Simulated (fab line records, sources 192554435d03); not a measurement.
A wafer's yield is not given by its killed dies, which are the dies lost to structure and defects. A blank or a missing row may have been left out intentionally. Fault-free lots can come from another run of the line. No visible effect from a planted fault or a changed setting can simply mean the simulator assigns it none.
Comparing a struck lot with a sound one + flow n5_finfet + 42 out of 1938 route steps
Sound: these wafers, L387.1, L387.2, L387.5. Struck: wafer L392.3 (left out: L392.4, a lot-mate that was not struck); the cause follows at the end.
For every step that has rows: the tool of each side, followed by ch and its chambers, followed by its first start. Under that, the readings that differ: sound wafers + struck wafers + difference of the means + sigmas: that difference in standard deviations of wafers without a fault.
alike: readings whose means differ by less than 2 such deviations, and words and numbers that are the same on both sides. not compared: withheld readings, readings that some wafer has no value for, bounds like >300 that may hide the same value, and numbers for which the record gives no deviation and whose values overlap.
Wherever a step has rows on one side only, a row that says differs or no value, or a row with sigmas, the two part there. Non-overlapping numbers with no deviation appear without sigmas and do not part them. A reading that every wafer of one side lacks parts them only if that side has two wafers or more.

first, 12 steps without rows for these wafers: N5_SD_EPI_N_STRIP_36 (strips in N2/H2); N5_SD_EPI_N_ETCHBACK_44 (etches SiNx in CH3F/O2, stops on SiO2, target depth 14.5 nm); N5_SD_EPI_N_ETCH_45 (etches SiOCN in CH3F/O2, target depth 6 nm); N5_SD_EPI_N_ETCH_16 (etches SiO2 in CHF3/O2, target depth 5 nm); N5_SD_EPI_N_STRIP_47 (strips in CHF3/O2); N5_SD_EPI_N_SD_RECESS_17 (chemistry HBr/Cl2/O2, target depth 41 nm, time 23.7 s, bt time 3 s); N5_SD_EPI_N_STRIP_38 (strips in N2/H2); N5_SD_EPI_N_WET_ETCH_43 (etches SiO2 in dHF, time 14 s, target depth 1.5 nm); N5_SD_EPI_N_STRIP_18 (strips in SPM, time 750 s); N5_SD_EPI_N_SRD_20 (time 30 s); N5_SD_EPI_N_PRECLEAN_48 (cleans in NF3:NH3, afs cycles 2, time 20 s, sublimation time 60 s); N5_SD_EPI_N_VAPOR_ETCH_50 (etches Si in HCl, time 54 s).
N5_SD_EPI_N_EPI_21: deposits Si:P, time 690 s.
  sound on epi_rpcvd-02 ch 0, day 5 03:16; struck on epi_rpcvd-02 ch 0, day 6 10:49
| reading                                   | sound          | struck | difference | sigmas |
|-------------------------------------------|----------------|--------|------------|--------|
| epi_growth_time_s (s)                     | 690 690 690    | 829.13 | +139.13    |        |
| model.Si-P_of_SD_EPI_N_EPI_21.thk_nm (nm) | 58.2 58.2 58.2 | 67.6   | +9.4       |        |
N5_SD_EPI_N_EPI_MEAS_23:
  sound: film_metro-01 at day 5 04:59; struck: film_metro-01 at day 6 11:58
| reading     | sound          | struck | difference | sigmas |
|-------------|----------------|--------|------------|--------|
| thk_nm (nm) | 57.1 56.8 58.7 | 66.8   | +9.3       | +8     |
then, 24 steps without rows for these wafers: N5_SD_EPI_N_PRECLEAN_24 (cleans in O3/DIW, time 60 s); N5_SD_EPI_N_SRD_25 (time 30 s); N5_SD_EPI_N_PRECLEAN_49 (cleans in NF3:NH3, afs cycles 1, time 20 s, sublimation time 60 s); N5_SD_EPI_N_LINER_46 (material SiNx, target thk 3 nm); N5_SD_EPI_P_COAT_34 (time 60 s, resist thk 350 nm); N5_SD_EPI_P_COAT_35 (time 60 s, resist thk 35 nm); N5_SD_EPI_P_COAT_03 (resist thk 150 nm); N5_SD_EPI_P_EBR_05; N5_SD_EPI_P_SOFTBAKE_04 (time 60 s); N5_SD_EPI_P_EXPOSE_06 (exposes mask SD P BLK, target cd 240 nm); N5_SD_EPI_P_PEB_07 (peb time 60 s); N5_SD_EPI_P_DEVELOP_08 (develop time 30 s); N5_SD_EPI_P_DESCUM_14 (chemistry O2, time 7.9 s); N5_SD_EPI_P_ETCH_36 (etches SiARC in CF4, target depth 45.5 nm, time 75.8 s); N5_SD_EPI_P_ETCH_37 (etches SOC in N2/H2, overetch 108 nm, time 486 s); N5_SD_EPI_P_STRIP_38 (strips in N2/H2); N5_SD_EPI_P_ETCHBACK_46 (etches SiNx in CH3F/O2, stops on SiO2, target depth 17.5 nm); N5_SD_EPI_P_ETCH_47 (etches SiOCN in CH3F/O2, target depth 25 nm); N5_SD_EPI_P_ETCH_16 (etches SiO2 in CHF3/O2, target depth 5 nm); N5_SD_EPI_P_STRIP_50 (strips in CHF3/O2); N5_SD_EPI_P_SD_RECESS_17 (chemistry HBr/Cl2/O2, target depth 39.1 nm, bt time 3 s); N5_SD_EPI_P_WET_ETCH_45 (etches SiO2 in dHF, time 10.7 s, target depth 2 nm, rinse time 30 s); N5_SD_EPI_P_STRIP_40 (strips in N2/H2); N5_SD_EPI_P_PRECLEAN_52 (cleans in O3/DIW, time 60 s).
N5_SD_EPI_P_PRECLEAN_24: cleans in O3/DIW, time 45 s.
  sound on wet_bench-05 ch 0,4,5, day 5 09:45; struck on wet_bench-06 ch 0, day 6 16:32
| reading                                   | sound          | struck | difference | sigmas |
|-------------------------------------------|----------------|--------|------------|--------|
| model.Si-P_of_SD_EPI_N_EPI_21.thk_nm (nm) | 57.4 57.4 57.4 | 66.8   | +9.4       |        |
  alike: bath_heat_duty_pct
N5_SD_ACTIVATION_RS_MEAS_03: a four-point-probe measurement.
  sound: film_metro-01 at day 5 10:16; struck: film_metro-02 at day 6 17:14
| reading          | sound             | struck | difference | sigmas |
|------------------|-------------------|--------|------------|--------|
| RS_SD_N (ohm/sq) | 22.17 22.37 22.45 | 19.05  | -3.28      | -12    |
  alike: RS_SD_P
-- a jump in the record: the struck wafers' starts before and after are 5 days apart (it breaks off in module SD_ACTIVATION and resumes in module BEOL_M4, where the first step shown is number 1111 of the route) --
N5_BEOL_M4_RC_MEAS_101:
  sound on prober-02 ch 0, day 10 00:59; struck on prober-01 ch 0, day 11 14:52
| reading          | sound          | struck | difference | sigmas |
|------------------|----------------|--------|------------|--------|
| RS_SD_N (ohm/sq) | 29.3 29.1 29.0 | 24.7   | -4.4       | -12    |
  alike: DIBL_N, DIBL_P, IOFF_N, IOFF_P, ION_N, ION_P, SS_N, SS_P, VT_N, VT_P
following that, these wafers have no rows for 1 step: N5_PASSIVATION_PROBE_49.

WHERE THEY PART
At N5_SD_EPI_N_EPI_MEAS_23 first; at N5_BEOL_M4_RC_MEAS_101 last (within this record only).

WHY: the cause the simulator had injected
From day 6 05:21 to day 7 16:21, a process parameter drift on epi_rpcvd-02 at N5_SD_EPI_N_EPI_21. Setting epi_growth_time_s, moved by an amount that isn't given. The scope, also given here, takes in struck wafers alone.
